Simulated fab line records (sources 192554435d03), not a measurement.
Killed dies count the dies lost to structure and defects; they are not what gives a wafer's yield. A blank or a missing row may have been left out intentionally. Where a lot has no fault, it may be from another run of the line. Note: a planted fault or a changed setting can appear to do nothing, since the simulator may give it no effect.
Split-lot experiment	flow n5-finfet	39 wafers read from 7 lots, route of 1938 steps

== ON THE SPLIT ==
At N5_DUMMY_GATE_ETCH_37 (etches SOC in N2/H2, target depth 60 nm, overetch 30 nm), the setting source-w was moved away from the recipe's 840 W on 9 of the 39 wafers read, by -9.3% to +18.0%. This setting was run at the recipe's value on the other wafers.

The split's own step is where the reading is taken.

== THE READING ==
rf-vpp-V, in V, at N5_DUMMY_GATE_ETCH_37 (etches SOC in N2/H2, target depth 60 nm, overetch 30 nm). Typical for fault-free wafers on this fab line: 524.8 V, with standard deviation 2.7 V.

wafer	tool, chamber at the split	source-w as run, W	against the recipe	rf-vpp-V, V	against lot-mates on the recipe
L076.1	rie-diel-06, 0	840	recipe	523.6	-
L076.2	rie-diel-06, 3	840	recipe	527.4	-
L076.3	rie-diel-06, 1	840	recipe	527.5	-
L076.4	rie-diel-06, 0	840	recipe	521.5	-
L076.5	rie-diel-06, 3	840	recipe	527.1	-
L076.6	rie-diel-06, 1	840	recipe	525.6	-
L078.1	rie-diel-06, 3	840	recipe	527.3	-
L078.2	rie-diel-06, 0	840	recipe	522.9	-
L078.3	rie-diel-06, 2	840	recipe	524.7	-
L078.4	rie-diel-06, 1	840	recipe	526.4	-
L078.5	rie-diel-06, 1	840	recipe	526.1	-
L078.6	rie-diel-06, 2	840	recipe	525.0	-
L083.1	rie-diel-06, 3	840	recipe	527.6	-
L083.2	rie-diel-06, 2	761.6	-9.3%	541.1	+14.8
L083.3	rie-diel-06, 0	840	recipe	524.3	-
L083.4	rie-diel-06, 2	840	recipe	526.9	-
L083.5	rie-diel-06, 3	761.6	-9.3%	545.0	+18.7
L083.6	rie-diel-06, 0	761.6	-9.3%	541.2	+14.9
L090.1	rie-diel-06, 0	797.2	-5.1%	533.3	+8.1
L090.2	rie-diel-06, 2	840	recipe	526.2	-
L090.3	rie-diel-06, 3	797.2	-5.1%	536.2	+11.0
L090.4	rie-diel-06, 1	797.2	-5.1%	534.6	+9.4
L090.5	rie-diel-06, 1	840	recipe	525.7	-
L090.6	rie-diel-06, 0	840	recipe	523.8	-
L091.1	rie-diel-03, 0	840	recipe	522.7	-
L091.2	rie-diel-03, 2	840	recipe	520.7	-
L091.3	rie-diel-03, 3	840	recipe	522.9	-
L091.4	rie-diel-03, 1	840	recipe	526.8	-
L091.5	rie-diel-03, 0	840	recipe	521.5	-
L091.6	rie-diel-03, 3	840	recipe	522.5	-
L093.1	rie-diel-06, 2	991.2	+18.0%	496.5	-30.3
L093.2	rie-diel-06, 3	840	recipe	528.8	-
L093.3	rie-diel-06, 1	991.2	+18.0%	496.3	-30.5
L093.4	rie-diel-06, 0	991.2	+18.0%	495.3	-31.5
L093.5	rie-diel-06, 3	840	recipe	527.7	-
L093.6	rie-diel-06, 2	840	recipe	523.9	-
L097.1	rie-diel-02, 0	840	recipe	528.6	-
L097.4	rie-diel-02, 2	840	recipe	521.7	-
L097.5	rie-diel-02, 2	840	recipe	522.3	-

THE FIT
A straight line over all 39 wafers: rf-vpp-V changes by -1.68 V for each +1% of source-w; r = -0.98; the points scatter about the line by 2.3 V.
The same after taking each lot's own level away (the mean of its wafers on the recipe; 39 wafers): -1.72 V for each +1%; r = -0.98; scatter 1.9 V.
The reading moves by 31 V for the largest change in source-w, on that fit.
Measured against the standard deviation above, the lots' own levels, which go from 522.85 to 526.80 V, span 1.5 times it.
The two slopes agree, so the slope changes little with the lot-to-lot level.
Check: -31.2 V against its lot-mates is what the line predicts for one of the wafers moved furthest among these (+18.0%) when that wafer is left out of the fit. Against them it came out at -30.3 V.
Tool readings at the split's step, against how far the setting was moved: rf-vpp-V r = -0.98.

== OTHER SPLITS ON THESE WAFERS ==
Before the reading, these wafers also passed through other splits. Each is held against what the fit with the lots' levels taken away leaves over:
other split on the same wafers	wafers away from the commonest value	r with rf-vpp-V (lot level and that fit taken away)
N5_WELL_APT_EXPOSE_05 dose-mj	12	+0.16

== FILE'S OWN FIT ==
rf-vpp-V changes by -1.72 V for each +1% of source-w, r = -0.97.
